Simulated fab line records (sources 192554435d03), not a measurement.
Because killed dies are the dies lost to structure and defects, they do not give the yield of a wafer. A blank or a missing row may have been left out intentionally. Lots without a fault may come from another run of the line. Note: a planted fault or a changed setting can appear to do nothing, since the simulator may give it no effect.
Matching of chambers | flow n5Finfet | aldSin-04 running N5_STI_FIN_REVEAL_ALD_14: 4 sister chambers
The step deposits Si3N4, target thk 3 nm. 8 wafers are shown with their chamber, then 7 later ones without.

## EACH WAFER AND ITS CHAMBER
wafer  | chamber | heaterPowerW (W)
L074.1 | 0       | 750
L074.3 | 2       | 921
L077.3 | 0       | 749
L078.1 | 1       | 959
L078.3 | 3       | 874
L078.5 | 2       | 922
L088.1 | 3       | 890
L088.3 | 1       | 990

## WAFERS WITH NO CHAMBER GIVEN
wafer  | heaterPowerW (W)
L088.4 | 995
L089.3 | 934
L089.5 | 751
L089.6 | 970
L095.1 | 982
L095.2 | 894
L095.4 | 930

## EACH ONE'S CHAMBER
wafer  | from the rows above     | in truth
L088.4 | 1                       | 1
L089.3 | 2                       | 2
L089.5 | 0                       | 0
L089.6 | 1                       | 1
L095.1 | 1                       | 1
L095.2 | can't be placed: 3 or 2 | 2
L095.4 | 2                       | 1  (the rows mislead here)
Placed correctly: 5 of 7. Cannot be placed on the basis of these rows: 1; the candidates contain the true chamber in 1. Number placed wrongly: 1.
How it was worked out, from the rows above alone: a wafer's distance from a chamber is the root of the sum, over the readings, of the square of ((its reading less the chamber's mean) divided by the reading's scatter). If the next closest chamber is less than 2 further off than the closest, the wafer can't be placed; otherwise it belongs to the closest. For every chamber, the mean is computed from those of its wafers that are shown. How the scatter is found: for the shown wafers, subtract from each reading the mean of its chamber, square and add these, divide the total by (wafers less chambers), then take the root.
